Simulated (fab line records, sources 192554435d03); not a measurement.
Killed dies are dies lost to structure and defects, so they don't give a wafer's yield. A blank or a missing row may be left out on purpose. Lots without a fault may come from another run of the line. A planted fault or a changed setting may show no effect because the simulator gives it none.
A struck lot beside a sound one | flow n5_finfet | 16 steps out of a route of 1938
Sound: wafers L785.2, L785.5, L785.6. Struck: wafers L784.3, L784.5. (L784.2 of the same lot was not struck and is left out.) The cause comes at the end.
At each step with rows: each side's tool, then ch and its chambers, then its first start. Under that, the readings that differ: sound wafers | struck wafers | difference of the means | sigmas: that difference in standard deviations of wafers without a fault.
alike: readings whose means differ by less than 2 such deviations, and words and numbers that are the same on both sides. not compared: withheld readings, readings that some wafer has no value for, bounds like >300 that may hide the same value, and numbers for which the record gives no deviation and whose values overlap.
The two part at a step that has a row with sigmas, a row that says differs or no value, or rows on one side only. Numbers that don't overlap but have no deviation are shown without sigmas and don't part them. A reading that every wafer of one side lacks parts them only if that side has two wafers or more.

first, 1 step without rows for these wafers: N5_BEOL_M0_WET_ETCH_106 (etches SiO2 in DHF, target depth 130 nm, rinse time 30 s).
N5_BEOL_M0_ETCH_128: etches SiCN in CF4/N2, target depth 12 nm, overetch 5.1 nm, time 21.4 s.
  sound on rie_diel-06 ch 1,2,3, day 7 21:50; struck on rie_diel-06 ch 1,2, day 7 10:04
  alike: drypump_motor_current_A, oes_product_au, rf_vpp_V, showerhead_plenum_p_Torr, throttle_valve_pct
  not compared: rf_hours_counter_h
then, 2 steps without rows for these wafers: N5_BEOL_M0_TRENCH_ETCH_107 (etches SiOC in C4F6/O2, target depth 32.8 nm, time 16.4 s); N5_BEOL_M0_STRIP_142 (strips in N2/H2, time 10 s).
N5_BEOL_M0_OCD_MEAS_108:
  sound on ocd-01, day 7 21:59; struck on ocd-01, day 7 10:13
  alike: trench_depth_nm
then, 2 steps without rows for these wafers: N5_BEOL_M0_HM_STRIP_129 (strips TiN in peroxide tin strip, target depth 17 nm, time 108 s); N5_BEOL_M0_SRD_130 (time 30 s).
N5_BEOL_M0_ETCH_109: etches SiCN in CH3F/O2, target depth 8 nm, overetch 2.4 nm, time 27.4 s.
  sound on rie_diel-01 ch 1,2,3, day 7 22:15; struck on rie_diel-06 ch 0,3, day 7 10:19
  alike: drypump_motor_current_A, oes_product_au, rf_vpp_V, showerhead_plenum_p_Torr, throttle_valve_pct
  not compared: rf_hours_counter_h
then, 2 steps without rows for these wafers: N5_BEOL_M0_STRIP_139 (strips in post etch residue remover, time 60 s); N5_BEOL_M0_SRD_111 (time 30 s).
N5_BEOL_M0_DEGAS_112: time 60 s.
  sound on pvd_sputter-02, day 7 22:52; struck on pvd_sputter-02, day 7 10:55
  alike: heater_power_w
N5_BEOL_M0_PRE_CLEAN_113: time 30 s.
  sound on pvd_sputter-02, day 7 22:55; struck on pvd_sputter-02, day 7 10:57
  alike: heater_power_w
N5_BEOL_M0_ALD_136: deposits TaN, pulse time 2 s, purge time 3 s, co reactant purge time 2 s.
  sound on ald_metal-01 ch 0,3, day 7 22:58; struck on ald_metal-02 ch 1,3, day 7 11:01
  reading    | sound    | struck | difference | sigmas
  ald_cycles | 30 30 30 | 33 33  | +3         |
  alike: heater_power_w, mfc_carrier_sccm, precursor_vessel_carrier_sccm
N5_BEOL_M0_SURFACE_TREAT_137:
  sound on pvd_sputter-02, day 7 23:13; struck on pvd_sputter-02, day 7 11:16
  not compared: throttle_valve_pct
-- the record jumps here: 2 days lie between the struck wafers' starts before and after (it left off in module BEOL_M0 and takes up again in module BEOL_M4, whose first step shown is number 1111 of the route) --
N5_BEOL_M4_RC_MEAS_101:
  sound on prober-01 ch 0, day 9 23:57; struck on prober-02 ch 0, day 9 20:15
  alike: DIBL_N, DIBL_P, IOFF_N, IOFF_P, ION_N, ION_P, SS_N, SS_P, VT_N, VT_P
-- the record jumps here: 4 days lie between the struck wafers' starts before and after (it left off in module BEOL_M4 and takes up again in module PASSIVATION, whose first step shown is number 1936 of the route) --
N5_PASSIVATION_PROBE_49:
  the record has rows for the struck wafers here (prober-02, day 14 02:22) and none for the sound ones

WHERE THEY PART
Only at N5_PASSIVATION_PROBE_49, within this record.

WHY: what the simulator had put in
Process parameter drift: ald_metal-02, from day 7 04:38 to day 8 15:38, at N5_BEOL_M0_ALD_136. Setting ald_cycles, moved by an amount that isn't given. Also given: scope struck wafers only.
